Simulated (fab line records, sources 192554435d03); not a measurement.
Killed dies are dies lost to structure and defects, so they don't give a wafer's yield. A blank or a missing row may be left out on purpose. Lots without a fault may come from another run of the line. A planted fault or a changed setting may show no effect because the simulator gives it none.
Which tool did it? | flow n5_finfet | 11 lots, 33 wafers sampled, at 2 steps of a route of 1938

WHAT THE GAUGES READ, wafer by wafer
N5_BEOL_M5_THK_MEAS_01.
lot  | measured     | on            | M5_ILD_THK (nm)
L768 | day 9 12:34  | film_metro-01 | 117.2 120.5 118.7
L771 | day 9 22:39  | film_metro-02 | 120.8 121.2 120.7
L773 | day 10 08:55 | film_metro-02 | 119.1 119.6 121.7
L774 | day 10 11:59 | film_metro-02 | 123.0 119.9 123.3
L775 | day 10 22:54 | film_metro-01 | 121.4 120.1 120.8
L776 | day 11 00:00 | film_metro-01 | 119.9 123.5 124.8
L783 | day 12 21:18 | film_metro-02 | 122.3 123.4 120.3
L786 | day 13 15:08 | film_metro-01 | 117.1 119.5 119.9
L790 | day 14 09:11 | film_metro-01 | 119.8 121.7 122.4
L789 | day 14 16:19 | film_metro-01 | 117.6 119.7 119.4
L791 | day 14 17:23 | film_metro-02 | 119.2 122.4 121.2

WHICH TOOL RAN EACH LOT (tool, then ch and the chambers of the sampled wafers, then the start)
lot  | N5_BEOL_M4_ANNEAL_80
L768 | pvd_sputter-02, day 9 08:19
L771 | pvd_sputter-02, day 9 18:30
L773 | pvd_sputter-01, day 10 04:20
L774 | pvd_sputter-03, day 10 07:53
L775 | pvd_sputter-03, day 10 18:10
L776 | pvd_sputter-01, day 10 19:54
L783 | pvd_sputter-02, day 12 16:55
L786 | pvd_sputter-01, day 13 09:28
L790 | pvd_sputter-01, day 14 04:08
L789 | pvd_sputter-03, day 14 11:36
L791 | pvd_sputter-02, day 14 13:17
- N5_BEOL_M4_ANNEAL_80: time 240 s.

THE ANSWER, worked out from the rows above alone
Rule: what is usual is taken from the lots themselves. Put in order of their means at a reading, lots are off if they are a third of the lots or fewer, leave a main group of 4 or more, and stand apart from it by a gap of 3 or more times the standard deviation of the main group's means; of several such gaps the widest counts. A main group whose means are all the same, to the digits that the tables above print for the reading, isn't used. A lot without any number at a reading at which 4 lots or more have one is off too. The other lots that the step has rows for count as sound.
No lot is off at any reading shown: from this, nothing can be told.

WHAT THE SIMULATOR HAD PUT IN
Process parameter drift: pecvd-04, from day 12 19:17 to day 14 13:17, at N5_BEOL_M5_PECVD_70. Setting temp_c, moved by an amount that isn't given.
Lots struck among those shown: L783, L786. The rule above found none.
